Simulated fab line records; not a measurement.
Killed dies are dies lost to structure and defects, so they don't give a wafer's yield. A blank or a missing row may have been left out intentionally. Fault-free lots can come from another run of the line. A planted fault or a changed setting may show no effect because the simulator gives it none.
Matching of chambers / flow nand-harc / NHARC_A_STAIRCASE_DESCUM_168 on rie-diel-01: 4 sister chambers
The step chemistry O2, time 3 s. 4 wafers are shown with their chamber, then 8 later ones without.

## WAFERS PAIRED WITH THEIR CHAMBERS
wafer=L082.3; chamber=2; showerhead-plenum-p-Torr (Torr)=1.90
wafer=L082.4; chamber=3; showerhead-plenum-p-Torr (Torr)=1.81
wafer=L082.6; chamber=0; showerhead-plenum-p-Torr (Torr)=1.91
wafer=L087.3; chamber=1; showerhead-plenum-p-Torr (Torr)=1.93

## WAFERS MISSING THEIR CHAMBER
wafer=L087.5; showerhead-plenum-p-Torr (Torr)=1.93
wafer=L087.6; showerhead-plenum-p-Torr (Torr)=1.90
wafer=L089.2; showerhead-plenum-p-Torr (Torr)=1.89
wafer=L089.3; showerhead-plenum-p-Torr (Torr)=1.80
wafer=L089.5; showerhead-plenum-p-Torr (Torr)=1.80
wafer=L090.2; showerhead-plenum-p-Torr (Torr)=1.93
wafer=L090.3; showerhead-plenum-p-Torr (Torr)=1.90
wafer=L090.6; showerhead-plenum-p-Torr (Torr)=1.93

## EACH ONE'S CHAMBER
wafer=L087.5; from the rows above=1; in truth=1
wafer=L087.6; from the rows above=can't be placed: 2 or 0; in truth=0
wafer=L089.2; from the rows above=can't be placed: 2 or 0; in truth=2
wafer=L089.3; from the rows above=3; in truth=3
wafer=L089.5; from the rows above=3; in truth=3
wafer=L090.2; from the rows above=1; in truth=1
wafer=L090.3; from the rows above=can't be placed: 2 or 0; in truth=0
wafer=L090.6; from the rows above=1; in truth=1
5 of 8 placed correctly. Can't be placed from these rows: 3 (the true chamber is among the candidates in 3). Number placed wrongly: 0.
How it was worked out, from the rows above alone: a wafer's distance from a chamber is the root of the sum, over the readings, of the square of ((its reading less the chamber's mean) divided by the reading's scatter). If the next closest chamber is less than 2 further off than the closest, the wafer can't be placed; otherwise it belongs to the closest. The mean given for a chamber averages the wafers shown for that chamber. The scatter: with one shown wafer a chamber, the root of the mean of the squares of how far each hidden wafer lies from its nearest shown one.
